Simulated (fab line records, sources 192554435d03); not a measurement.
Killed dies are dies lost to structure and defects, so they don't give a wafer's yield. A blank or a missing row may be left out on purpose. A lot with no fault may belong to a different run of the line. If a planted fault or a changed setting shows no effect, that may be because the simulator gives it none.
fab line records	flow n5-finfet
record lots=6	wafers=18	last-day=18
route steps=1938 shown BEOL_M14@1725 PASSIVATION@1936
lots untouched by any fault: they come from a run of this same line in which no faults occurred
start-h: the number of hours between the record's first day and the start of the first shown wafer of the lot	wait-h: hours elapsed since this lot's preceding step	" unchanged from the row above	L1.1+2: one row covering several wafers at once	- no value present, or no start provided	* or withheld: withheld	< > ~ a bound
route shown NAME@n: names a module that has steps shown in the file, with the first one's number in the route	usual: average and standard deviation across the fault-free wafers	same: alike in all rows	chamber/n: place in a boat	sites: per-site readings	_std_site: how widely they spread, as a standard deviation	_edge_site: outer sites' mean less inner sites'	radius-mm: how far each site lies from the wafer's centre	mask NAME#n: copy n	behind: the most recent tool/chamber to have shaped the wafer	hold: cause of the lot's hold/its duration in hours/its outcome	device: names the non-switching transistor (n, p or np)	end of line: tests run on the same wafers once the route is complete	a step with no rows: only its recipe	killed: dies lost to structure and defects at the first sort, not the wafer's yield	map: a wafer's dies, x killed, . not, _ none there
set.NAME: the setting the step ran with; set.NAME@STEP: the setting that earlier step ran with	model.NAME: the simulator's own value behind a step, which no gauge read
a table for each step, a row for each wafer; lots at some steps of the route
services: the hour from which a tool's chamber was out of use, counted from the record's first day as start-h (under 0 if before that day), plus the number of hours and why
## steps
# step N5_BEOL_M14_HARDBAKE_14
# recipe temp-c=130	time-s=120
# step N5_BEOL_M14_CD_MEAS_10
# recipe target-cd-nm=250	landing-energy-ev=500	detector=se-inlens	polarity=opening
# usual cd-nm=250.3/2.9
lot.wafer	tool	chamber	start-h	wait-h	cd-nm
L890.3	cd-sem-02	0	299.85	-	255.4
L890.4	"	0	"	"	253.8
L890.5	"	0	"	"	255.2
L893.1	cd-sem-02	0	317.01	-	249.0
L893.3	"	0	"	"	252.4
L893.6	"	0	"	"	247.2
L897.1	cd-sem-02	0	338.02	-	246.6
L897.3	"	0	"	"	245.5
L897.5	"	0	"	"	245.9
L900.2	cd-sem-03	0	356.21	-	246.8
L900.3	"	0	"	"	246.6
L900.4	"	0	"	"	246.4
L905.2	cd-sem-03	0	383.76	-	248.4
L905.3	"	0	"	"	247.5
L905.4	"	0	"	"	247.9
L907.2	cd-sem-01	0	402.47	-	245.7
L907.3	"	0	"	"	249.4
L907.6	"	0	"	"	243.2
# step N5_BEOL_M14_OVL_MEAS_11
# recipe points-per-wafer=44
# usual V13_OVL=5/5.2
# same points-per-wafer=44
lot.wafer	tool	chamber	start-h	wait-h	V13_OVL[nm]
L890.3	overlay-02	0	299.88	0.0	14
L890.4	"	0	"	"	12
L890.5	"	0	"	"	14
L893.1	overlay-02	0	317.04	0.0	5
L893.3	"	0	"	"	6
L893.6	"	0	"	"	3
L897.1	overlay-02	0	338.05	0.0	4
L897.3	"	0	"	"	7
L897.5	"	0	"	"	7
L900.2	overlay-02	0	356.24	0.0	3
L900.3	"	0	"	"	7
L900.4	"	0	"	"	13
L905.2	overlay-02	0	383.79	0.0	4
L905.3	"	0	"	"	6
L905.4	"	0	"	"	2
L907.2	overlay-02	0	402.50	0.0	10
L907.3	"	0	"	"	17
L907.6	"	0	"	"	5
# step N5_BEOL_M14_INSPECT_12
# recipe mode=adi	inspect-instrument=macro
# usual raw-defect-count=2.1/1.5
lot.wafer	tool	chamber	start-h	wait-h	raw-defect-count
L890.3	defect-inspect-02	-	299.91	0.0	2
L890.4	"	-	"	"	2
L890.5	"	-	"	"	1
L893.1	defect-inspect-02	-	317.06	0.0	1
L893.3	"	-	"	"	2
L893.6	"	-	"	"	1
L897.1	defect-inspect-02	-	338.07	0.0	2
L897.3	"	-	"	"	2
L897.5	"	-	"	"	2
L900.2	defect-inspect-01	-	356.26	0.0	1
L900.3	"	-	"	"	1
L900.4	"	-	"	"	1
L905.2	defect-inspect-01	-	383.81	0.0	1
L905.3	"	-	"	"	2
L905.4	"	-	"	"	2
L907.2	defect-inspect-02	-	402.52	0.0	2
L907.3	"	-	"	"	4
L907.6	"	-	"	"	3
# step N5_BEOL_M14_DESCUM_15
# recipe chemistry=O2	time-s=7.9	source-power-w=50	bias-power-w=20	pressure-mtorr=20	rf-frequency-hz=2.712e+07	temp-c=40	o2-flow-sccm=225
# usual chamber-pressure-mTorr=19.999/0.018	drypump-motor-current-A=5.7/0.35	oes-product-au=0.79/0.075	rf-fwd-power-W=49.24/0.27	rf-vpp-V=243.6/1.4	showerhead-plenum-p-Torr=2.11/0.078	throttle-valve-pct=20.46/0.17
# same time-s=7.9
lot.wafer	tool	chamber	start-h	wait-h	chamber-pressure-mTorr	drypump-motor-current-A	oes-product-au	rf-fwd-power-W	rf-hours-counter-h	rf-vpp-V	showerhead-plenum-p-Torr	throttle-valve-pct
L890.3	rie-diel-05	2	299.94	0.0	19.989	5.9	0.86	49.05	60	243.3	2.03	20.72
L890.4	"	0	"	"	19.998	5.8	0.73	49.54	220	243.4	2.04	20.28
L890.5	"	1	"	"	20.005	5.8	0.84	49.06	-	244.2	2.14	20.33
L893.1	rie-diel-01	1	317.10	0.0	19.962	5.9	0.74	49.33	159	245.6	2.20	20.52
L893.3	"	3	"	"	19.994	5.1	0.86	49.54	41	245.6	2.21	20.19
L893.6	"	2	"	"	19.980	6.2	0.88	48.89	-	242.2	2.10	20.35
L897.1	rie-diel-05	0	338.11	0.0	20.005	5.8	0.71	49.39	233	242.5	2.04	20.29
L897.3	"	1	"	"	20.000	5.8	0.82	49.05	93	244.0	2.13	20.33
L897.5	"	0	"	"	19.972	5.8	0.71	49.43	-	243.8	2.04	20.29
L900.2	rie-diel-03	2	356.30	0.0	20.014	5.7	0.69	48.84	233	242.5	1.98	20.46
L900.3	"	1	"	"	20.000	5.4	0.92	49.05	22	244.5	2.22	20.48
L900.4	"	3	"	"	20.001	5.6	0.76	49.55	-	243.7	2.10	20.39
L905.2	rie-diel-05	1	383.85	0.0	19.998	5.8	0.80	49.48	113	242.8	2.13	20.36
L905.3	"	2	"	"	20.005	5.9	0.82	49.20	94	242.4	2.01	20.75
L905.4	"	3	"	"	20.011	5.3	0.82	49.28	-	243.9	2.01	20.64
L907.2	rie-diel-01	0	402.58	0.1	19.992	6.2	0.72	49.41	198	242.9	2.06	20.49
L907.3	"	3	"	"	19.998	5.1	0.83	49.56	69	246.0	2.20	20.23
L907.6	"	1	"	"	19.994	5.9	0.71	49.00	-	243.5	2.19	20.56
# step N5_BEOL_M14_ETCH_59
# recipe chemistry=N2/H2	target=BARC	target-depth-a=890	overetch-a=267	time-s=67.9	ion-energy-ev=200	pressure-mtorr=30	source-w=840	bias-w=150	n2-flow-sccm=200	h2-flow-sccm=200
# usual chamber-pressure-mTorr=30.00/0.032	drypump-motor-current-A=5.7/0.35	oes-product-au=0.68/0.059	rf-fwd-power-W=831/3.4	rf-vpp-V=524.6/2.5	showerhead-plenum-p-Torr=2.56/0.082	throttle-valve-pct=17.89/0.25
# same time-s=67.9
lot.wafer	tool	chamber	start-h	wait-h	chamber-pressure-mTorr	drypump-motor-current-A	oes-product-au	rf-fwd-power-W	rf-hours-counter-h	rf-vpp-V	showerhead-plenum-p-Torr	throttle-valve-pct
L890.3	rie-diel-05	2	299.97	0.0	30.00	5.8	0.73	832	60	522.6	2.50	18.41
L890.4	"	0	"	"	29.98	5.8	0.61	832	220	522.8	2.51	17.93
L890.5	"	1	"	"	29.99	5.8	0.71	831	-	523.8	2.56	17.43
L893.1	rie-diel-01	1	317.13	0.0	29.97	5.9	0.64	829	159	526.8	2.64	17.72
L893.3	"	3	"	"	29.99	5.1	0.75	836	41	528.7	2.69	17.65
L893.6	"	2	"	"	30.03	6.2	0.73	826	-	525.3	2.56	17.82
L897.1	rie-diel-05	0	338.14	0.0	30.02	5.8	0.61	829	233	524.0	2.50	17.94
L897.3	"	1	"	"	29.97	5.9	0.70	832	93	524.1	2.55	17.46
L897.5	"	0	"	"	30.00	5.8	0.61	827	-	523.3	2.50	17.94
L900.2	rie-diel-03	2	356.33	0.0	30.00	5.7	0.59	828	233	521.6	2.41	18.09
L900.3	"	1	"	"	30.02	5.4	0.78	830	22	528.7	2.67	17.69
L900.4	"	3	"	"	29.97	5.7	0.65	832	-	525.0	2.55	17.82
L905.2	rie-diel-05	1	383.88	0.0	30.02	5.8	0.67	830	113	524.7	2.54	17.48
L905.3	"	2	"	"	30.00	5.9	0.70	833	94	520.7	2.48	18.47
L905.4	"	3	"	"	30.01	5.3	0.69	833	-	522.3	2.45	18.15
L907.2	rie-diel-01	0	402.62	0.0	29.98	6.2	0.63	833	198	523.7	2.51	17.97
L907.3	"	3	"	"	30.01	5.2	0.71	832	69	526.8	2.68	17.69
L907.6	"	1	"	"	30.01	5.9	0.62	834	-	526.6	2.62	17.80
# step N5_BEOL_M14_VIA_ETCH_16
# recipe chemistry=C4F8/O2/Ar	target=SiO2	he-inner-torr=15	he-outer-torr=30	target-depth-a=12313	time-s=withheld	ion-energy-ev=800	pressure-mtorr=20	source-w=1905	bias-w=2040	Ar_flow_sccm=400	C4F8_flow_sccm=16	O2_flow_sccm=12	ends=cleared
# usual chamber-pressure-mTorr=20.001/0.019	drypump-motor-current-A=5.7/0.35	oes-product-au=0.72/0.068	rf-fwd-power-W=1899/6.6	rf-vpp-V=2222/33	showerhead-plenum-p-Torr=3.48/0.11	throttle-valve-pct=31.01/0.28
lot.wafer	tool	chamber	start-h	wait-h	chamber-pressure-mTorr	drypump-motor-current-A	oes-product-au	rf-fwd-power-W	rf-vpp-V	showerhead-plenum-p-Torr	throttle-valve-pct
L890.3	rie-diel-05	2	300.02	0.0	20.005	5.8	0.79	1897	2224	3.35	31.33
L890.4	"	0	"	"	19.998	5.8	0.65	1904	2210	3.36	30.49
L890.5	"	1	"	"	19.971	5.8	0.76	1899	2208	3.51	30.91
L893.1	rie-diel-01	1	317.18	0.0	20.009	5.9	0.66	1901	2261	3.56	30.69
L893.3	"	3	"	"	20.005	5.1	0.79	1895	2198	3.62	30.61
L893.6	"	2	"	"	19.952	6.2	0.80	1899	2251	3.53	31.37
L897.1	rie-diel-05	0	338.19	0.0	19.981	5.8	0.64	1903	2209	3.35	30.49
L897.3	"	1	"	"	20.009	5.8	0.74	1907	2209	3.51	30.93
L897.5	"	0	"	"	20.007	5.8	0.64	1913	2210	3.35	30.50
L900.2	rie-diel-03	2	356.38	0.0	20.004	5.8	0.62	1895	2156	3.28	30.92
L900.3	"	1	"	"	19.986	5.4	0.83	1899	2273	3.66	31.27
L900.4	"	3	"	"	20.010	5.7	0.71	1914	2183	3.47	31.09
L905.2	rie-diel-05	1	383.93	0.0	20.002	5.8	0.72	1902	2204	3.50	30.94
L905.3	"	2	"	"	20.007	5.9	0.75	1897	2221	3.33	31.36
L905.4	"	3	"	"	20.006	5.3	0.74	1903	2214	3.31	31.10
L907.2	rie-diel-01	0	402.67	0.0	20.010	6.2	0.67	1899	2210	3.44	31.23
L907.3	"	3	"	"	20.011	5.2	0.76	1892	2197	3.60	30.63
L907.6	"	1	"	"	20.007	5.9	0.65	1891	2260	3.55	30.73
# step N5_BEOL_M14_STRIP_63
# recipe chemistry=O2	power-w=600	temp-c=60	pressure-mtorr=30	rf-frequency-hz=6e+07	bias-power-w=0	overash-fraction=0.3	o2-flow-sccm=225
# usual chamber-pressure-mTorr=29.99/0.049	drypump-motor-current-A=5.7/0.35	oes-product-au=0.79/0.075	rf-vpp-V=3.5/0.8	showerhead-plenum-p-Torr=2.11/0.079	throttle-valve-pct=16.70/0.17
lot.wafer	tool	chamber	start-h	wait-h	chamber-pressure-mTorr	drypump-motor-current-A	oes-product-au	rf-hours-counter-h	rf-vpp-V	showerhead-plenum-p-Torr	throttle-valve-pct
L890.3	rie-diel-05	2	-	-	29.93	5.9	0.87	60	4.9	2.03	16.86
L890.4	"	0	"	"	30.06	5.8	0.73	221	3.3	2.05	16.61
L890.5	"	1	"	"	29.95	5.8	0.85	-	4.0	2.14	16.51
L893.1	rie-diel-01	1	-	-	29.93	6.0	0.73	159	2.3	2.21	16.75
L893.3	"	3	"	"	29.92	5.2	0.86	41	3.2	2.22	16.44
L893.6	"	2	"	"	30.05	6.2	0.89	-	4.5	2.11	16.59
L897.1	rie-diel-05	0	-	-	29.94	5.8	0.71	233	1.7	2.04	16.64
L897.3	"	1	"	"	30.03	5.8	0.82	93	3.6	2.14	16.54
L897.5	"	0	"	"	30.02	5.8	0.71	-	4.4	2.04	16.65
L900.2	rie-diel-03	2	-	-	30.04	5.7	0.69	233	2.7	1.98	16.78
L900.3	"	1	"	"	30.08	5.4	0.92	23	4.1	2.22	16.61
L900.4	"	3	"	"	30.03	5.6	0.77	-	2.4	2.10	16.61
L905.2	rie-diel-05	1	-	-	29.99	5.8	0.80	113	4.4	2.13	16.57
L905.3	"	2	"	"	30.06	5.9	0.82	95	4.2	2.02	16.92
L905.4	"	3	"	"	30.01	5.3	0.84	-	4.8	2.01	16.84
L907.2	rie-diel-01	0	-	-	29.99	6.2	0.72	198	3.8	2.06	16.82
L907.3	"	3	"	"	29.98	5.2	0.83	70	2.6	2.21	16.49
L907.6	"	1	"	"	30.02	5.9	0.72	-	4.2	2.20	16.82
# step N5_BEOL_M14_STRIP_64
# recipe chemistry=O2	power-w=600	temp-c=60	pressure-mtorr=30	rf-frequency-hz=6e+07	bias-power-w=0	overash-fraction=0.3	o2-flow-sccm=225
# usual chamber-pressure-mTorr=30.004/0.026	drypump-motor-current-A=5.7/0.35	oes-product-au=0.79/0.074	rf-vpp-V=3.7/0.45	showerhead-plenum-p-Torr=2.11/0.079	throttle-valve-pct=16.70/0.18
lot.wafer	tool	chamber	start-h	wait-h	chamber-pressure-mTorr	drypump-motor-current-A	oes-product-au	rf-hours-counter-h	rf-vpp-V	showerhead-plenum-p-Torr	throttle-valve-pct
L890.3	rie-diel-05	2	-	-	29.950	5.9	0.87	60	3.5	2.03	16.90
L890.4	"	0	"	"	30.010	5.8	0.73	221	3.5	2.05	16.63
L890.5	"	1	"	"	29.998	5.8	0.85	-	3.2	2.14	16.53
L893.1	rie-diel-01	1	-	-	29.976	5.9	0.74	159	3.0	2.21	16.75
L893.3	"	3	"	"	29.964	5.2	0.87	41	3.5	2.22	16.45
L893.6	"	2	"	"	30.023	6.2	0.88	-	3.7	2.11	16.58
L897.1	rie-diel-05	0	-	-	29.963	5.8	0.71	233	4.1	2.04	16.66
L897.3	"	1	"	"	30.014	5.8	0.83	93	4.7	2.14	16.54
L897.5	"	0	"	"	29.988	5.8	0.71	-	4.0	2.04	16.65
L900.2	rie-diel-03	2	-	-	30.070	5.7	0.69	233	4.2	1.98	16.77
L900.3	"	1	"	"	29.957	5.4	0.91	23	3.8	2.22	16.61
L900.4	"	3	"	"	30.020	5.6	0.76	-	3.4	2.10	16.62
L905.2	rie-diel-05	1	-	-	29.976	5.8	0.80	113	4.2	2.13	16.57
L905.3	"	2	"	"	30.002	5.8	0.82	95	3.6	2.02	16.93
L905.4	"	3	"	"	29.998	5.3	0.82	-	3.3	2.01	16.87
L907.2	rie-diel-01	0	-	-	29.988	6.2	0.72	198	3.3	2.06	16.82
L907.3	"	3	"	"	29.981	5.1	0.83	70	4.5	2.21	16.50
L907.6	"	1	"	"	30.026	5.9	0.72	-	3.5	2.20	16.82
# step N5_BEOL_M14_STRIP_71
# recipe chemistry=post-etch-residue-remover	time-s=60	temp-c=25	remover-ph=withheld	remover-water-wt-pct=withheld	remover-fluoride-wt-pct=withheld
# step N5_BEOL_M14_SRD_72
# recipe time-s=30	temp-c=23	rinse-liquid=diw	dry=n2-spin	spin-rpm=1500	dry-time-s=30
# step N5_BEOL_M14_CD_MEAS_17
# recipe target-cd-nm=250	polarity=opening
# usual cd-nm=252/3.1
lot.wafer	tool	chamber	start-h	wait-h	cd-nm
L890.3	cd-sem-02	-	300.38	0.0	254
L890.4	"	-	"	"	255
L890.5	"	-	"	"	255
L893.1	cd-sem-02	-	317.53	0.0	252
L893.3	"	-	"	"	254
L893.6	"	-	"	"	249
L897.1	cd-sem-03	-	338.54	0.0	247
L897.3	"	-	"	"	247
L897.5	"	-	"	"	247
L900.2	cd-sem-01	-	356.78	0.0	249
L900.3	"	-	"	"	248
L900.4	"	-	"	"	247
L905.2	cd-sem-02	-	384.28	0.0	249
L905.3	"	-	"	"	248
L905.4	"	-	"	"	249
L907.2	cd-sem-03	-	403.02	0.0	249
L907.3	"	-	"	"	252
L907.6	"	-	"	"	246
# step N5_BEOL_M14_COAT_65
# recipe resist=SOC	temp-c=250	time-s=60	spin-rpm=1500	resist-thk-nm=450
# usual heater-power-total-W=500.5/1.7	plate-temp-C=249.98/0.16
# same time-s=60
lot.wafer	tool	chamber	start-h	wait-h	heater-power-total-W	plate-temp-C
L890.3	litho-track-01	0	300.41	0.0	501.9	250.04
L890.4	"	0	"	"	499.7	250.14
L890.5	"	0	"	"	499.2	249.87
L893.1	litho-track-02	0	317.57	0.0	501.7	249.77
L893.3	"	0	"	"	503.0	249.95
L893.6	"	0	"	"	499.8	249.93
L897.1	litho-track-01	0	338.58	0.0	506.8	254.18
L897.3	"	0	"	"	511.1	253.88
L897.5	"	0	"	"	509.7	253.85
L900.2	litho-track-01	0	356.81	0.0	512.4	253.75
L900.3	"	0	"	"	511.9	253.67
L900.4	"	0	"	"	512.2	253.56
L905.2	litho-track-02	0	384.32	0.0	499.2	249.82
L905.3	"	0	"	"	500.9	249.88
L905.4	"	0	"	"	500.9	250.06
L907.2	litho-track-04	0	403.05	0.0	502.3	249.67
L907.3	"	0	"	"	498.7	249.80
L907.6	"	0	"	"	503.1	250.10
# step N5_BEOL_M14_COAT_66
# recipe resist=SiARC	temp-c=220	time-s=60	spin-rpm=1500	resist-thk-nm=110
# step N5_PASSIVATION_PROBE_49
# usual defect-limited-yield=90.5/1.7	killed_at_M0_to_M3=37/12	killed_at_M4_up=14/5.2	killed-at-contacts=12/5.9	killed-at-front-end=45/14	killed-at-other=3.5/2.8	killed-dies=112/21	killed-open=73/15	killed-short=36/8.9	sort_bin_5_function=5.6/1.2	sort_bin_6_memory=3.5/0.68	sort-n-pass=1068/21	sort-yield-pct=90.5/1.8
# same gross-dies=1180	killed-at-back-side=0	sort_bin_4_leakage[%]=0	sort_bin_8_speed[%]=0
lot.wafer	tool	chamber	start-h	wait-h	defect-limited-yield[%]	killed_at_M0_to_M3	killed_at_M4_up	killed-at-contacts	killed-at-front-end	killed-at-other	killed-dies	killed-open	killed-short	sort_bin_5_function[%]	sort_bin_6_memory[%]	sort-n-pass	sort-yield-pct[%]
L905.2	prober-01	-	407.28	0.1	90.3	33	11	15	41	15	115	78	34	5.9	3.6	1065	90.3
L905.3	prober-01	-	407.33	0.1	88.4	26	31	3	64	13	137	82	49	6.5	4.2	1043	88.4
L905.4	prober-01	-	407.38	0.2	90.1	28	9	7	63	10	117	63	53	6.0	3.3	1063	90.1
# killed by level:class
L905.2 FIN_SAQP:geometric-particle:short=14 MOL_CONTACT_COAG:geometric-particle:open=13 FIN_SAQP:geometric-particle:open=9 BEOL_M3:geometric-particle:open=8 MIM_TOP:geometric-particle:open=7 BEOL_M0_SAQP:geometric-particle:short=6 BEOL_M0_SAQP:geometric-particle:open=5 BEOL_M1:geometric-particle:open=5
L905.3 STI_FIN_REVEAL:geometric-particle:open=24 BEOL_M4:geometric-particle:open=10 FIN_SAQP:geometric-particle:short=7 BEOL_M5:geometric-particle:open=6 GATE_CUT:geometric-particle:short=5 BEOL_M0_SAQP:geometric-particle:open=5 BEOL_M1:geometric-particle:short=5 BEOL_M1:geometric-particle:open=5
L905.4 STI_FIN_REVEAL:geometric-particle:open=16 FIN_SAQP:geometric-particle:short=11 GATE_CUT:geometric-particle:short=8 FIN_SAQP:geometric-particle:open=6 GATE_CUT:geometric-particle:open=6 BEOL_M2:geometric-particle:open=6 MOL_CONTACT_COAG:geometric-particle:open=5 BEOL_M0:geometric-particle:short=5
## services
tool	chamber	start-h	hours	kind
rie-diel-03	1	276.68	-	clean
rie-diel-03	1	276.68	-	consumable-replace:focus-ring
rie-diel-03	1	276.68	-	consumable-replace:showerhead
rie-diel-03	1	276.68	18.7	scheduled-down
rie-diel-03	1	276.68	18.7	vent-cycle
rie-diel-05	2	279.25	2.4	repair
rie-diel-05	0	287.52	1.8	repair
rie-diel-01	3	288.67	23.6	repair
rie-diel-05	1	290.79	6.3	repair
rie-diel-03	0	293.22	10.1	repair
rie-diel-01	0	317.16	9.8	repair
rie-diel-05	1	317.84	8.7	repair
rie-diel-03	0	336.21	4.9	repair
rie-diel-03	0	347.94	-	clean
rie-diel-01	-	349.21	14.6	pm
rie-diel-03	3	359.58	7.1	repair
rie-diel-01	0	372.32	7.8	repair
rie-diel-05	0	376.89	-	clean
rie-diel-05	0	376.89	-	consumable-replace:focus-ring
rie-diel-05	0	376.89	17.5	scheduled-down
rie-diel-05	0	376.89	17.5	vent-cycle
rie-diel-03	0	390.45	5.0	repair
rie-diel-01	-	394.50	2.8	pm
rie-diel-03	-	396.96	2.8	pm
## key
first-sign step=N5_BEOL_M14_COAT_65	reading=plate-temp-C	direction=up	sigmas=24	usual=*	struck=*
effect step=N5_BEOL_M14_COAT_65	reading=heater-power-total-W	direction=up	sigmas=5.8	usual=*	struck=*
met-at N5_BEOL_M14_COAT_65
struck-wafers L897.1,L897.3,L897.5,L900.2,L900.3,L900.4
onset-between 300.41 338.58
fault kind=process-parameter-drift	tool=litho-track-01	chamber=-	onset-h=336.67	steps=N5_BEOL_M14_COAT_65	channel=temp-c	offset=*	shape=step	end-h=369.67	acts-in=*	stated=*
